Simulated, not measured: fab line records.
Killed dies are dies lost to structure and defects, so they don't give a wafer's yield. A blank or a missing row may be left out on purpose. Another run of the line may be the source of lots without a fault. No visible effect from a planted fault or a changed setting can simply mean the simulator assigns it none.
3 desks looking at one fault -- flow n5_finfet -- each desk holds nothing but its own numbers, with what lay behind them at the end

== THE METROLOGY DESK ==
Lot by lot, what the gauges showed, no matter which tool ran the lot: averages of those sampled wafers that carry a number. If a lot's mean is further than 4 standard deviations from the usual mean, the lot is out of limits and carries the mark OUT (the distance appears in the brackets). 7 of its 10 readings are shown, namely those furthest out on some lot.
Columns: A = DIBL_N at N5_BEOL_M4_RC_MEAS_101, usual 35.9 mV/V; B = DIBL_P at N5_BEOL_M4_RC_MEAS_101, usual 35.8 mV/V; C = IOFF_N at N5_BEOL_M4_RC_MEAS_101, usual 0.15 nA/um; D = IOFF_P at N5_BEOL_M4_RC_MEAS_101, usual 0.21 nA/um; E = SS_N at N5_BEOL_M4_RC_MEAS_101, usual 71.5 mV/dec; F = SS_P at N5_BEOL_M4_RC_MEAS_101, usual 73.2 mV/dec; G = VT_P at N5_BEOL_M4_RC_MEAS_101, usual -250 mV
lot,first seen here,A,B,C,D,E,F,G
L170,day 7 22:57,36.7,36.3,0.14,0.20,71.3,73.2,-251
L175,day 9 11:07,33.1,33.8,0.13,0.17,71.4,72.8,-254
L176,day 9 12:15,36.9,37.1,0.17,0.22,72.0,73.7,-250
L178,day 9 13:34,37.5,39.4,0.20,0.23,72.8,74.1,-252
L183,day 11 05:10,35.5,36.5,0.15,0.22,71.5,73.1,-246
L185,day 11 16:10,37.7,39.2,0.21,0.26,72.3,73.4,-245
L188,day 12 23:16,36.8,36.2,0.16,0.20,71.7,73.2,-253
L190,day 13 07:49,36.2,36.5,0.17,0.24,71.1,73.2,-247
L192,day 13 22:01,37.3,38.3,0.17,0.23,71.9,74.2,-248
This desk's finding: nothing out of limits on any of the 9 lots.

== THE DEFECT DESK ==
Lot by lot, what the route's inspections counted, given as the mean of those sampled wafers with a number. If a lot's mean is further than 4 standard deviations from the usual mean, the lot is out of limits and carries the mark OUT (the distance appears in the brackets).
Columns: A = raw_defect_count at N5_HKMG_FIN_INSPECT_14, usual 2.2
lot,first seen here,A
L170,day 4 04:47,3.0
L175,day 5 12:16,0.3
L176,day 5 19:31,2.0
L178,day 6 03:52,2.0
L183,day 7 10:15,2.0
L185,day 7 23:08,1.3
L188,day 8 15:39,2.7
L190,day 9 04:01,2.7
L192,day 9 18:35,1.7
This desk's finding: nothing out of limits on any of the 9 lots.

== DESK OF THE TOOL OWNER: rie_diel-05 ==
The tool's own readings at N5_HKMG_FIN_ETCH_32 (etches SOC in N2/H2, target depth 240 nm, time 300 s): means of the sampled wafers that have a number, for each lot that ran on this tool. If a lot's mean is further than 4 standard deviations from the usual mean, the lot is out of limits and carries the mark OUT (the distance appears in the brackets). Readings shown: 7 out of 8 (the first out of limits, and those lying furthest out on some lot).
Columns: A = bias_w at N5_HKMG_FIN_ETCH_32, usual 150.0 W; B = drypump_motor_current_A at N5_HKMG_FIN_ETCH_32, usual 5.8 A; C = n2_flow_sccm at N5_HKMG_FIN_ETCH_32, usual 200.0 sccm; D = rf_fwd_power_W at N5_HKMG_FIN_ETCH_32, usual 838.1 W; E = rf_vpp_V at N5_HKMG_FIN_ETCH_32, usual 523.1 V; F = showerhead_plenum_p_Torr at N5_HKMG_FIN_ETCH_32, usual 2.51 Torr; G = throttle_valve_pct at N5_HKMG_FIN_ETCH_32, usual 17.92 %
lot,first seen here,A,B,C,D,E,F,G
L175,day 5 12:24,149.7,6.0,199.4,837.4,522.8,2.50,17.79
L176,day 5 19:38,150.3,5.8,199.9,839.8,524.1,2.54,17.67
L178,day 6 03:59,149.8,5.7,200.4,839.2,523.2,2.53,18.04
L183,day 7 10:23,149.9,6.1,199.7,837.2,524.0,2.55,17.74
L185,day 7 23:16,150.2,5.9,200.0,907.9 (+28) OUT,512.3 (-4.1) OUT,2.54,17.90
L188,day 8 15:46,150.2,6.0,199.6,906.5 (+27) OUT,509.0 (-5.4) OUT,2.45,18.16
This desk's finding: out of limits on L185, L188; first on L185, day 7 23:16 (rf_fwd_power_W at N5_HKMG_FIN_ETCH_32). L175, L176, L178, L183: within limits.

== PUT TOGETHER ==
An alarm could have come from the tool owner's desk at day 7 23:16, on L185, L188.
At the metrology desk, nothing out of limits was observed.
No out-of-limits result turned up at the defect desk.
The metrology desk holds a record of L185, L188, inside its limits.
The defect desk has L185, L188 on record, within its limits.
N5_HKMG_FIN_ETCH_32 was run on rie_diel-05 by each of the lots named.

== WHAT HAD BEEN PUT IN BY THE SIMULATOR ==
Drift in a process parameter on rie_diel-05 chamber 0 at N5_HKMG_FIN_ETCH_32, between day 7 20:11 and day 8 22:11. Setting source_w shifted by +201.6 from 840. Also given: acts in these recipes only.
Shown lots that were struck: L185, L188.
Time in hours from fault onset to the first out-of-limits reading at each desk: the tool owner's desk, 3.
